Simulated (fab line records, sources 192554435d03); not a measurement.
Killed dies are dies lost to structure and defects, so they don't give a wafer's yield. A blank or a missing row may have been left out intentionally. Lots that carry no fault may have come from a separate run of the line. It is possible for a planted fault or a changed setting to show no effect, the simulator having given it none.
Split-lot study || flow n5_finfet || 21 wafers read across 7 lots, on a route 1938 steps long

== ON THE SPLIT ==
At N5_DUMMY_GATE_DESCUM_20 (chemistry O2, time 6.2 s), the setting time_s was moved away from the recipe's 6.2 s on 7 of the 21 wafers read, by -17.1% to +18.9%. For the rest of the wafers, this setting stayed at what the recipe calls for.

The file shows no step between the split and the reading.

== THE READING ==
CAR-EUV_of_DUMMY_GATE_COAT_09.thk_nm (the simulator's own value, which no gauge read), in nm, at N5_DUMMY_GATE_ETCH_29 (etches underlayer in N2/H2, target depth 13 nm). There is no usual value for it anywhere in the file. Average 18.9 nm, standard deviation 0.12 nm, over the 14 wafers here run with the recipe.

{"wafer": "L078.2", "tool, chamber at the split": "rie_diel-03, 1,0", "time_s as run, s": 6.2, "against the recipe": "recipe", "CAR-EUV_of_DUMMY_GATE_COAT_09.thk_nm, nm": 19, "against lot-mates on the recipe": "-"}
{"wafer": "L078.3", "tool, chamber at the split": "rie_diel-03, 1,0", "time_s as run, s": 6.2, "against the recipe": "recipe", "CAR-EUV_of_DUMMY_GATE_COAT_09.thk_nm, nm": 18.8, "against lot-mates on the recipe": "-"}
{"wafer": "L078.5", "tool, chamber at the split": "rie_diel-03, 1", "time_s as run, s": 5.444, "against the recipe": "-12.2%", "CAR-EUV_of_DUMMY_GATE_COAT_09.thk_nm, nm": 19.2, "against lot-mates on the recipe": "+0.3"}
{"wafer": "L081.1", "tool, chamber at the split": "rie_diel-03, 1", "time_s as run, s": 7.159, "against the recipe": "+15.5%", "CAR-EUV_of_DUMMY_GATE_COAT_09.thk_nm, nm": 18.4, "against lot-mates on the recipe": -0.4}
{"wafer": "L081.2", "tool, chamber at the split": "rie_diel-03, 3,0", "time_s as run, s": 6.2, "against the recipe": "recipe", "CAR-EUV_of_DUMMY_GATE_COAT_09.thk_nm, nm": 18.8, "against lot-mates on the recipe": "-"}
{"wafer": "L081.4", "tool, chamber at the split": "rie_diel-03, 3,0", "time_s as run, s": 6.2, "against the recipe": "recipe", "CAR-EUV_of_DUMMY_GATE_COAT_09.thk_nm, nm": 18.8, "against lot-mates on the recipe": "-"}
{"wafer": "L084.1", "tool, chamber at the split": "rie_diel-01, 2,1", "time_s as run, s": 6.2, "against the recipe": "recipe", "CAR-EUV_of_DUMMY_GATE_COAT_09.thk_nm, nm": 19, "against lot-mates on the recipe": "-"}
{"wafer": "L084.6", "tool, chamber at the split": "rie_diel-01, 2,1", "time_s as run, s": 6.2, "against the recipe": "recipe", "CAR-EUV_of_DUMMY_GATE_COAT_09.thk_nm, nm": 19, "against lot-mates on the recipe": "-"}
{"wafer": "L084.3", "tool, chamber at the split": "rie_diel-01, 0", "time_s as run, s": 7.37, "against the recipe": "+18.9%", "CAR-EUV_of_DUMMY_GATE_COAT_09.thk_nm, nm": 18.4, "against lot-mates on the recipe": -0.6}
{"wafer": "L087.1", "tool, chamber at the split": "rie_diel-01, 3,2", "time_s as run, s": 6.2, "against the recipe": "recipe", "CAR-EUV_of_DUMMY_GATE_COAT_09.thk_nm, nm": 18.8, "against lot-mates on the recipe": "-"}
{"wafer": "L087.3", "tool, chamber at the split": "rie_diel-01, 1", "time_s as run, s": 6.2, "against the recipe": "recipe", "CAR-EUV_of_DUMMY_GATE_COAT_09.thk_nm, nm": 19, "against lot-mates on the recipe": "-"}
{"wafer": "L087.4", "tool, chamber at the split": "rie_diel-01, 3,2", "time_s as run, s": 6.2, "against the recipe": "recipe", "CAR-EUV_of_DUMMY_GATE_COAT_09.thk_nm, nm": 19, "against lot-mates on the recipe": "-"}
{"wafer": "L089.1", "tool, chamber at the split": "rie_diel-01, 1", "time_s as run, s": 6.748, "against the recipe": "+8.8%", "CAR-EUV_of_DUMMY_GATE_COAT_09.thk_nm, nm": 18.8, "against lot-mates on the recipe": "+0.1"}
{"wafer": "L089.2", "tool, chamber at the split": "rie_diel-01, 3,2", "time_s as run, s": 6.2, "against the recipe": "recipe", "CAR-EUV_of_DUMMY_GATE_COAT_09.thk_nm, nm": 18.6, "against lot-mates on the recipe": "-"}
{"wafer": "L089.3", "tool, chamber at the split": "rie_diel-01, 3,2", "time_s as run, s": 6.2, "against the recipe": "recipe", "CAR-EUV_of_DUMMY_GATE_COAT_09.thk_nm, nm": 18.8, "against lot-mates on the recipe": "-"}
{"wafer": "L090.1", "tool, chamber at the split": "rie_diel-06, 3,1", "time_s as run, s": 5.142, "against the recipe": "-17.1%", "CAR-EUV_of_DUMMY_GATE_COAT_09.thk_nm, nm": 19.4, "against lot-mates on the recipe": "+0.6"}
{"wafer": "L090.3", "tool, chamber at the split": "rie_diel-06, 3,1", "time_s as run, s": 5.142, "against the recipe": "-17.1%", "CAR-EUV_of_DUMMY_GATE_COAT_09.thk_nm, nm": 19.4, "against lot-mates on the recipe": "+0.6"}
{"wafer": "L090.5", "tool, chamber at the split": "rie_diel-06, 2", "time_s as run, s": 6.2, "against the recipe": "recipe", "CAR-EUV_of_DUMMY_GATE_COAT_09.thk_nm, nm": 18.8, "against lot-mates on the recipe": "-"}
{"wafer": "L094.3", "tool, chamber at the split": "rie_diel-06, 2,3", "time_s as run, s": 6.2, "against the recipe": "recipe", "CAR-EUV_of_DUMMY_GATE_COAT_09.thk_nm, nm": 18.8, "against lot-mates on the recipe": "-"}
{"wafer": "L094.6", "tool, chamber at the split": "rie_diel-06, 2,3", "time_s as run, s": 6.2, "against the recipe": "recipe", "CAR-EUV_of_DUMMY_GATE_COAT_09.thk_nm, nm": 18.8, "against lot-mates on the recipe": "-"}
{"wafer": "L094.5", "tool, chamber at the split": "rie_diel-06, 0", "time_s as run, s": 5.574, "against the recipe": "-10.1%", "CAR-EUV_of_DUMMY_GATE_COAT_09.thk_nm, nm": 19.4, "against lot-mates on the recipe": "+0.6"}
When a row names more than one chamber, that row covers several wafers, and the file does not tell which wafer ran in which chamber.

THE FIT
A straight line over all 21 wafers: CAR-EUV_of_DUMMY_GATE_COAT_09.thk_nm changes by -0.0292 nm for each +1% of time_s; r = -0.90; the points scatter about the line by 0.12 nm.
The same after taking each lot's own level away (the mean of its wafers on the recipe; 21 wafers): -0.0307 nm for each +1%; r = -0.91; scatter 0.12 nm.
The reading moves by 0.58 nm for the largest change in time_s, on that fit.
The lots' own levels span 18.70 to 19.00 nm, that is 2.5 times the standard deviation above.
Hence the lot-to-lot level has little effect on the slope; both slopes agree.
Check: with one of the wafers moved furthest among these (+18.9%) left out of the fit, the line predicts -0.518 nm for it against its lot-mates. Against them it came out at -0.6 nm.

== OTHER SPLITS APPLIED TO THESE WAFERS ==
Note: prior to the reading, these wafers also went through further splits. Each is held against what the fit with the lots' levels taken away leaves over:
{"other split on the same wafers": "N5_ZERO_LAYER_EXPOSE_08 dose_mj", "wafers away from the commonest value": 8, "r with CAR-EUV_of_DUMMY_GATE_COAT_09.thk_nm (lot level and that fit taken away)": -0.01}
{"other split on the same wafers": "N5_ZERO_LAYER_DEVELOP_10 develop_time_s", "wafers away from the commonest value": 7, "r with CAR-EUV_of_DUMMY_GATE_COAT_09.thk_nm (lot level and that fit taken away)": "+0.20"}
{"other split on the same wafers": "N5_PMOS_HMC_CHANNEL_EPI_PEB_07 peb_temp_c", "wafers away from the commonest value": 7, "r with CAR-EUV_of_DUMMY_GATE_COAT_09.thk_nm (lot level and that fit taken away)": -0.02}
{"other split on the same wafers": "N5_PMOS_HMC_CHANNEL_EPI_ETCH_32 bias_w", "wafers away from the commonest value": 4, "r with CAR-EUV_of_DUMMY_GATE_COAT_09.thk_nm (lot level and that fit taken away)": "+0.04"}
{"other split on the same wafers": "N5_FIN_SAQP_COAT_49 spin_rpm", "wafers away from the commonest value": 9, "r with CAR-EUV_of_DUMMY_GATE_COAT_09.thk_nm (lot level and that fit taken away)": -0.21}
{"other split on the same wafers": "N5_FIN_SAQP_DEVELOP_15 develop_time_s", "wafers away from the commonest value": 8, "r with CAR-EUV_of_DUMMY_GATE_COAT_09.thk_nm (lot level and that fit taken away)": "+0.36"}
{"other split on the same wafers": "N5_STI_FIN_REVEAL_ETCHBACK_08 time_s", "wafers away from the commonest value": 9, "r with CAR-EUV_of_DUMMY_GATE_COAT_09.thk_nm (lot level and that fit taken away)": -0.01}
{"other split on the same wafers": "N5_DUMMY_GATE_COAT_35 spin_rpm", "wafers away from the commonest value": 6, "r with CAR-EUV_of_DUMMY_GATE_COAT_09.thk_nm (lot level and that fit taken away)": -0.28}

== THE WHOLE CHAIN: every reading that the file lists as answering this split, in the file's order ==
{"step": "N5_DUMMY_GATE_DESCUM_20", "what it does": "chemistry O2, time 6.2 s", "reading": "CAR-EUV_of_DUMMY_GATE_COAT_09.thk_nm (the simulator's own value, which no gauge read)", "change (the file's fit)": "-0.0322 nm for each +1% of the setting", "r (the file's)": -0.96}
{"step": "N5_DUMMY_GATE_ETCH_29", "what it does": "etches underlayer in N2/H2, target depth 13 nm", "reading": "CAR-EUV_of_DUMMY_GATE_COAT_09.thk_nm (the simulator's own value, which no gauge read)", "change (the file's fit)": "-0.0301 nm for each +1% of the setting", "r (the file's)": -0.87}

== FILE'S OWN FIT ==
CAR-EUV_of_DUMMY_GATE_COAT_09.thk_nm changes by -0.0301 nm for each +1% of time_s, r = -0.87.
